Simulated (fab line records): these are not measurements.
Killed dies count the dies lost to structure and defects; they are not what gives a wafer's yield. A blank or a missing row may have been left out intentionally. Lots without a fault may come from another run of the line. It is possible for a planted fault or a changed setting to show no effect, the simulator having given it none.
fab line records ; flow nandHarc
record: lots: 15; wafers: 45; lastDay: 34
route steps=1302 shown A_CHANNEL_FILL_D1@504 A_DECK1_JOINT@518
lots that met no fault: taken from a fault-free run of the same line
startH: hours from the record's opening day to when the first of the lot's shown wafers began ; waitH: hours since the lot's step before ; " identical to the entry in the row above ; L1.1+2: one row covering several wafers at once ; - value missing, or start not given ; * or withheld: withheld ; < > ~ a bound
route shown NAME@n: NAME is a module with steps in the file, n the number in the route of the first one ; usual: mean/standard deviation taken from wafers without a fault ; same: alike in all rows ; chamber/n: place in a boat ; sites: per-site readings ; _std_site: standard deviation across them ; _edge_site: outer sites' mean less inner sites' ; radiusMm: for every site, how far away it sits from the centre of the wafer ; mask NAME#n: copy n ; behind: the last tool/chamber to shape the wafer ; hold: why the lot was held/for how many hours/how that ended ; device: whichever transistor did not switch (one of n, p or np) ; end of line: the route-end tests of the same wafers ; step lacking rows: just its recipe ; killed: dies that structure and defects cost at the first sort, which is not the same as the wafer's yield ; map: per-die view of a wafer (x killed, . not killed, _ where there is no die)
set.NAME: the setting that was run; set.NAME@STEP: the one run at that earlier step ; model.NAME: the simulator's own value behind a step, which no gauge read
steps of the route over a sample of lots; a table a step, a row a wafer
services: a tool's chamber out of use, with start hour (startH, from the record's first day; less than 0 if before it), hours out, and reason
== steps ==
step: NHARC_A_CHANNEL_FILL_D1_CVD_05
recipe: targetThkA: 50; tempC: 550; material: poly-Si
usual: spikeTcBottomC: 572.2/2.4; spikeTcCentreC: 550.6/1.1; spikeTcUpperC: 550.0/1.3
lot.wafer;tool;chamber;startH;waitH;spikeTcBottomC;spikeTcCentreC;spikeTcUpperC
L348.1;lpcvdPoly-01;0;228.18;2.4;569.7;550.7;549.6
L348.2;lpcvdPoly-01;0;228.18;2.4;573.1;551.7;549.9
L348.4;lpcvdPoly-01;0;228.18;2.4;568.9;552.3;548.7
L349.3;lpcvdPoly-03;0;234.04;2.3;572.0;550.0;550.9
L349.5;lpcvdPoly-03;0;234.04;2.3;570.1;551.0;548.3
L349.6;lpcvdPoly-03;0;234.04;2.3;572.8;549.7;551.7
L350.4;lpcvdPoly-03;0;234.04;2.3;572.9;550.6;551.8
L350.5;lpcvdPoly-03;0;234.04;2.3;572.5;550.7;550.5
L350.6;lpcvdPoly-03;0;234.04;2.3;572.6;550.7;551.8
L352.1;lpcvdPoly-03;0;258.04;2.3;571.5;551.8;550.5
L352.2;lpcvdPoly-03;0;258.04;2.3;571.8;551.2;552.4
L352.4;lpcvdPoly-03;0;258.04;2.3;572.6;549.3;549.1
L358.2;lpcvdPoly-03;0;312.80;2.3;571.9;552.7;550.9
L358.5;lpcvdPoly-03;0;312.80;2.3;572.0;550.2;552.0
L358.6;lpcvdPoly-03;0;312.80;2.3;571.7;550.9;551.8
L359.1;lpcvdPoly-01;-;333.15;2.4;-;-;-
L359.2;lpcvdPoly-01;-;333.15;2.4;-;-;-
L359.4;lpcvdPoly-01;-;333.15;2.4;-;-;-
L361.1;lpcvdPoly-03;-;339.91;2.3;-;-;-
L361.4;lpcvdPoly-03;-;339.91;2.3;-;-;-
L361.6;lpcvdPoly-03;-;339.91;2.3;-;-;-
L360.1;lpcvdPoly-01;-;343.81;2.4;-;-;-
L360.2;lpcvdPoly-01;-;343.81;2.4;-;-;-
L360.5;lpcvdPoly-01;-;343.81;2.4;-;-;-
L362.4;lpcvdPoly-03;0;370.49;3.0;571.8;549.4;551.1
L362.5;lpcvdPoly-03;0;370.49;3.0;571.0;551.0;551.6
L362.6;lpcvdPoly-03;0;370.49;3.0;571.2;550.1;550.8
L364.1;lpcvdPoly-01;0;379.92;2.4;570.0;548.8;547.8
L364.2;lpcvdPoly-01;0;379.92;2.4;570.7;551.1;549.0
L364.6;lpcvdPoly-01;0;379.92;2.4;572.0;550.1;549.5
L365.1;lpcvdPoly-03;0;382.88;2.3;570.0;551.4;550.5
L365.2;lpcvdPoly-03;0;382.88;2.3;568.2;551.1;550.4
L365.3;lpcvdPoly-03;0;382.88;2.3;570.3;552.8;552.1
L366.1;lpcvdPoly-03;0;391.36;2.3;570.1;550.6;551.3
L366.4;lpcvdPoly-03;0;391.36;2.3;571.1;550.2;550.6
L366.5;lpcvdPoly-03;0;391.36;2.3;572.5;551.0;551.0
L367.2;lpcvdPoly-01;0;420.38;2.4;570.6;549.4;547.5
L367.3;lpcvdPoly-01;0;420.38;2.4;571.2;548.3;550.7
L367.4;lpcvdPoly-01;0;420.38;2.4;568.0;550.3;548.8
L368.2;lpcvdPoly-01;0;424.41;2.4;570.1;550.4;549.4
L368.3;lpcvdPoly-01;0;424.41;2.4;569.1;549.6;549.5
L368.5;lpcvdPoly-01;0;424.41;2.4;571.5;550.5;550.0
L371.1;lpcvdPoly-04;0;440.58;2.3;576.4;550.8;549.0
L371.3;lpcvdPoly-04;0;440.58;2.3;573.9;551.7;550.3
L371.4;lpcvdPoly-04;0;440.58;2.3;575.1;552.0;551.5
step: NHARC_A_CHANNEL_FILL_D1_ALD_25
recipe: targetThkA: 600; pulseTimeS: 10; aldCycles: 600; tempC: 300; material: SiOx
usual: heaterPowerW: 475/40; precursorPulseHeightRel: 1.002/0.018
lot.wafer;tool;chamber;startH;waitH;heaterPowerW;precursorPulseHeightRel
L348.2;aldHk-04;2;237.40;0.1;519;0.976
L348.4;aldHk-04;3;237.40;0.1;471;1.001
L348.1;aldHk-04;0;237.40;0.1;459;0.987
L349.3;aldHk-01;0;244.63;0.7;503;0.990
L349.6;aldHk-01;3;246.46;2.5;494;0.997
L349.5;aldHk-01;0;246.46;2.5;494;1.026
L350.4;aldHk-04;3;244.65;0.7;480;1.017
L350.5;aldHk-04;2;246.45;2.5;518;1.007
L350.6;aldHk-04;3;246.45;2.5;481;1.004
L352.2;aldHk-04;3;267.84;0.7;479;1.017
L352.4;aldHk-04;0;267.84;0.7;415;1.009
L352.1;aldHk-04;1;267.84;0.7;467;0.997
L358.2;aldHk-04;3;325.07;3.1;485;0.996
L358.6;aldHk-04;1;326.29;4.3;460;0.996
L358.5;aldHk-04;2;326.29;4.3;498;0.994
L359.2;aldHk-02;0;343.02;0.7;406;0.977
L359.1;aldHk-02;1;343.02;0.7;426;1.001
L359.4;aldHk-02;2;343.02;0.7;551;0.995
L361.4;aldHk-01;1;349.16;0.1;472;0.986
L361.1;aldHk-01;2;349.16;0.1;456;1.012
L361.6;aldHk-01;2;352.23;3.1;467;0.982
L360.1;aldHk-01;0;353.29;0.2;502;0.995
L360.2;aldHk-01;2;354.53;1.4;456;1.017
L360.5;aldHk-01;1;356.39;3.3;467;0.996
L362.4;aldHk-01;0;381.14;1.3;511;1.034
L362.5;aldHk-01;2;382.36;2.5;469;0.990
L362.6;aldHk-01;3;382.36;2.5;484;0.993
L364.2;aldHk-02;3;389.80;0.7;533;1.014
L364.1;aldHk-02;0;389.80;0.7;411;0.991
L364.6;aldHk-02;2;391.69;2.6;528;1.013
L365.1;aldHk-04;1;393.39;0.7;466;1.012
L365.2;aldHk-04;2;393.39;0.7;483;1.020
L365.3;aldHk-04;3;393.39;0.7;481;0.986
L366.1;aldHk-04;3;401.29;0.7;469;0.993
L366.4;aldHk-04;0;401.29;0.7;414;1.023
L366.5;aldHk-04;3;403.77;3.1;480;1.002
L367.2;aldHk-04;1;430.51;0.1;465;1.007
L367.3;aldHk-04;2;430.51;0.1;476;0.998
L367.4;aldHk-04;3;430.51;0.1;492;1.000
L368.3;aldHk-01;2;437.98;0.7;462;1.015
L368.2;aldHk-01;0;439.22;1.9;524;0.991
L368.5;aldHk-01;1;439.22;1.9;480;0.984
L371.1;aldHk-04;2;449.91;0.1;512;0.979
L371.4;aldHk-04;3;449.91;0.1;454;1.010
L371.3;aldHk-04;0;449.91;0.1;420;0.977
step: NHARC_A_CHANNEL_FILL_D1_STRIP_29
recipe: timeS: 20; o2FlowSccm: 500; arFlowSccm: 0; biasW: 0; chemistry: O2
usual: drypumpMotorCurrentA: 5.7/0.58; oesProductAu: 1.002/0.0086; rfVppV: 57.9/0.88; showerheadPlenumPTorr: 3.53/0.12; throttleValvePct: 17.037/0.01
lot.wafer;tool;chamber;startH;waitH;drypumpMotorCurrentA;oesProductAu;rfHoursCounterH;rfVppV;showerheadPlenumPTorr;throttleValvePct
L348.1;rieDiel-12;3;-;-;6.5;1.015;7.9;59.0;3.57;17.065
L348.4;rieDiel-12;1;-;-;6.2;1.019;8.5;58.3;3.50;17.031
L348.2;rieDiel-12;2;-;-;6.2;1.002;8.7;56.9;3.41;17.063
L349.3;rieDiel-12;3;-;-;6.5;1.027;8.5;57.6;3.57;17.043
L349.6;rieDiel-12;3;-;-;6.6;1.025;-;58.0;3.57;17.051
L349.5;rieDiel-12;0;-;-;5.1;1.006;-;58.6;3.64;17.038
L350.4;rieDiel-09;0;-;-;5.7;1.013;3.5;57.5;3.50;17.014
L350.6;rieDiel-09;0;-;-;5.7;1.008;-;57.6;3.50;17.047
L350.5;rieDiel-09;1;-;-;6.3;0.994;-;57.0;3.74;17.053
L352.4;rieDiel-09;3;-;-;4.9;0.999;4.3;58.6;3.47;17.018
L352.2;rieDiel-09;1;-;-;6.2;0.987;5.6;59.9;3.74;17.043
L352.1;rieDiel-09;2;-;-;5.3;1.014;5.3;57.8;3.68;17.043
L358.2;rieDiel-04;3;-;-;5.1;1.001;10.0;57.8;3.64;17.027
L358.6;rieDiel-04;3;-;-;5.1;1.008;-;59.2;3.64;17.043
L358.5;rieDiel-04;0;-;-;5.5;0.998;-;56.4;3.49;17.051
L359.1;rieDiel-04;2;-;-;6.6;0.997;10.5;56.3;3.31;17.031
L359.2;rieDiel-04;0;-;-;5.4;1.004;9.9;58.5;3.49;17.042
L359.4;rieDiel-04;1;-;-;5.3;0.993;9.4;59.5;3.44;17.027
L361.4;rieDiel-12;2;-;-;6.2;0.995;4.4;57.6;3.40;17.030
L361.1;rieDiel-12;0;-;-;5.1;1.001;4.4;57.2;3.64;17.043
L361.6;rieDiel-12;1;-;-;6.2;1.003;-;56.9;3.50;17.053
L360.2;rieDiel-12;1;-;-;6.2;1.011;4.8;58.0;3.50;17.022
L360.1;rieDiel-12;2;-;-;6.1;0.993;4.5;59.1;3.40;17.046
L360.5;rieDiel-12;1;-;-;6.1;1.012;-;57.5;3.50;17.032
L362.4;rieDiel-09;2;-;-;5.3;0.994;3.3;58.4;3.68;17.030
L362.6;rieDiel-09;0;-;-;5.7;1.003;-;58.0;3.50;17.041
L362.5;rieDiel-09;1;-;-;6.3;1.003;-;57.7;3.73;17.038
L364.1;rieDiel-09;1;-;-;6.3;0.994;3.4;58.1;3.73;17.020
L364.2;rieDiel-09;2;-;-;5.3;1.003;3.4;58.3;3.68;17.036
L364.6;rieDiel-09;3;-;-;4.9;1.021;-;58.8;3.47;17.022
L365.2;rieDiel-09;3;-;-;4.9;1.000;2.4;58.2;3.47;17.033
L365.1;rieDiel-09;0;-;-;5.7;0.992;3.0;58.8;3.50;17.036
L365.3;rieDiel-09;1;-;-;6.3;0.983;3.5;58.0;3.73;17.031
L366.4;rieDiel-12;0;-;-;5.1;0.996;8.0;58.9;3.64;17.035
L366.1;rieDiel-12;1;-;-;6.2;1.008;8.6;58.9;3.50;17.031
L366.5;rieDiel-12;3;-;-;6.5;1.002;-;56.4;3.56;17.029
L367.3;rieDiel-04;1;-;-;5.3;1.009;2.4;57.2;3.43;17.040
L367.2;rieDiel-04;2;-;-;6.6;1.000;2.4;58.1;3.30;17.037
L367.4;rieDiel-04;3;-;-;5.1;0.992;2.6;57.9;3.64;17.032
L368.3;rieDiel-04;0;-;-;5.5;0.994;2.6;56.7;3.49;17.054
L368.2;rieDiel-04;3;-;-;5.1;0.995;2.6;58.5;3.64;17.038
L368.5;rieDiel-04;0;-;-;5.5;1.003;-;58.4;3.49;17.058
L371.3;rieDiel-04;3;-;-;5.1;0.991;3.8;58.2;3.64;17.025
L371.4;rieDiel-04;1;-;-;5.3;0.999;3.6;57.9;3.43;17.039
L371.1;rieDiel-04;2;-;-;6.6;0.994;3.6;56.7;3.30;17.026
step: NHARC_A_DECK1_JOINT_ETCHBACK_07
recipe: targetDepthA: 1050; timeS: 26.9; hbrFlowSccm: 150; rfW: 350; icpW: 350; biasW: 60; chemistry: HBr
usual: drypumpMotorCurrentA: 5.8/0.62; oesProductAu: 1.001/0.0096; throttleValvePct: 23.267/0.0091
lot.wafer;tool;chamber;startH;waitH;drypumpMotorCurrentA;oesProductAu;rfHoursCounterH;throttleValvePct
L348.1;rieSi-04;0;250.08;0.1;6.5;1.012;0.55;23.274
L348.2;rieSi-04;2;250.08;0.1;5.3;1.009;0.43;23.266
L348.4;rieSi-04;3;250.08;0.1;5.2;1.002;0.54;23.275
L350.4;rieSi-05;0;255.73;0.1;6.1;1.003;0.75;23.264
L350.6;rieSi-05;2;255.73;0.1;6.3;1.009;-;23.259
L350.5;rieSi-05;3;255.73;0.1;4.7;0.993;-;23.261
L349.3;rieSi-03;0;255.74;0.1;5.4;1.014;0.12;23.281
L349.6;rieSi-03;1;255.74;0.1;6.3;1.005;-;23.282
L349.5;rieSi-03;2;255.74;0.1;5.4;1.012;-;23.264
L352.1;rieSi-03;0;278.95;0.1;5.4;1.006;0.23;23.260
L352.4;rieSi-03;1;278.95;0.1;6.3;0.992;0.24;23.262
L352.2;rieSi-03;2;278.95;0.1;5.4;1.021;0.18;23.261
L358.2;rieSi-04;1;334.71;0.1;6.5;1.002;1.08;23.272
L358.5;rieSi-04;3;334.71;0.1;5.2;1.004;-;23.267
L358.6;rieSi-04;0;334.71;0.1;6.5;0.996;-;23.276
L362.4;rieSi-04;0;391.81;0.1;6.5;0.997;0.18;23.267
L362.6;rieSi-04;3;391.81;0.1;5.2;1.014;-;23.258
L362.5;rieSi-04;0;391.81;0.1;6.5;0.999;-;23.273
L364.1;rieSi-05;1;401.10;0.1;6.0;1.004;0.63;23.275
L364.2;rieSi-05;2;401.10;0.1;6.3;0.997;0.52;23.255
L364.6;rieSi-05;2;401.10;0.1;6.3;1.003;-;23.279
L365.3;rieSi-04;0;406.13;0.1;6.5;1.009;0.28;23.274
L365.2;rieSi-04;1;406.13;0.1;6.5;0.985;0.30;23.271
L365.1;rieSi-04;2;406.13;0.1;5.3;0.999;0.37;23.264
L366.1;rieSi-05;0;413.78;0.1;6.1;1.005;0.70;23.267
L366.4;rieSi-05;3;413.78;0.1;4.7;1.003;0.60;23.273
L366.5;rieSi-05;0;413.78;0.1;6.1;1.002;-;23.256
L367.2;rieSi-04;0;442.30;0.1;6.5;0.995;0.57;23.256
L367.4;rieSi-04;1;442.30;0.1;6.5;0.990;0.63;23.276
L367.3;rieSi-04;2;442.30;0.1;5.3;1.004;0.70;23.258
L368.3;rieSi-04;1;449.08;0.1;6.5;0.981;0.65;23.275
L368.2;rieSi-04;2;449.08;0.1;5.3;1.009;0.72;23.259
L368.5;rieSi-04;0;449.08;0.1;6.5;0.988;-;23.269
L371.4;rieSi-03;0;461.70;0.1;5.4;1.016;0.27;23.266
L371.3;rieSi-03;2;461.70;0.1;5.4;1.008;0.34;23.280
L371.1;rieSi-03;3;461.70;0.1;4.7;1.003;0.29;23.277
== services ==
tool;chamber;startH;hours;kind
rieDiel-04;0;205.85;4.1;repair
rieDiel-09;-;219.84;3.3;repair
rieDiel-09;3;232.31;15.8;repair
rieDiel-04;1;232.36;3.3;repair
rieDiel-09;0;240.68;4.2;repair
lpcvdPoly-01;-;242.86;4.4;repair
aldHk-04;-;254.00;10.0;pm
rieDiel-12;2;254.69;1.7;repair
rieDiel-12;-;268.40;9.0;pm
aldHk-01;-;299.21;10.0;pm
rieDiel-09;3;301.95;3.1;repair
rieDiel-04;-;309.83;0.2;repair
rieDiel-09;-;316.00;0.7;repair
rieDiel-12;2;318.46;9.1;repair
rieDiel-09;-;320.10;9.0;pm
rieDiel-09;3;329.33;16.3;repair
rieSi-04;-;342.00;9.0;pm
rieDiel-04;-;354.90;9.0;pm
aldHk-01;-;375.13;0.6;repair
lpcvdPoly-03;-;393.21;26.0;pm
rieDiel-12;3;398.89;1.8;repair
rieDiel-12;2;428.15;4.1;repair
rieSi-04;2;430.73;2.0;repair
rieDiel-12;1;437.27;2.3;repair
== key ==
firstSign: step: NHARC_A_CHANNEL_FILL_D1_CVD_05; reading: toolRecord; direction: missing
effect none on later readings
metAt NHARC_A_CHANNEL_FILL_D1_CVD_05
struckLots L359,L360,L361
laterRowsLeftOut L359.1,L359.2,L359.4,L360.1,L360.2,L360.5,L361.1,L361.4,L361.6
sortLeftOut L359.1,L359.2,L359.4,L360.1,L360.2,L360.5,L361.1,L361.4,L361.6
testerLeftOut L359,L360,L361
notActingAt NHARC_A_CHANNEL_FILL_D1_ALD_25,NHARC_A_CHANNEL_FILL_D1_STRIP_29,NHARC_A_DECK1_JOINT_ETCHBACK_07
onsetBetween 312.80 333.15
fault: kind: skippedStepWhole; tool: lpcvdPoly-01,lpcvdPoly-03; chamber: -; onsetH: 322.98; steps: NHARC_A_CHANNEL_FILL_D1_CVD_05; scope: struckLotsOnly
testerLeftOut: of these lots the tester's yield and bins aren't shown, on N5 and GAA mostly nor the transistor test; their killed dies are dies lost to structure and defects alone, not to doping, threshold or leakage, so they don't give the yield
sortLeftOut: the simulated sort isn't trusted on such a fault, so these wafers' sort isn't shown, and their yield isn't known
laterRowsLeftOut: the simulator's readings of these wafers behind a module that went badly wrong aren't trusted and aren't shown, but for the sort
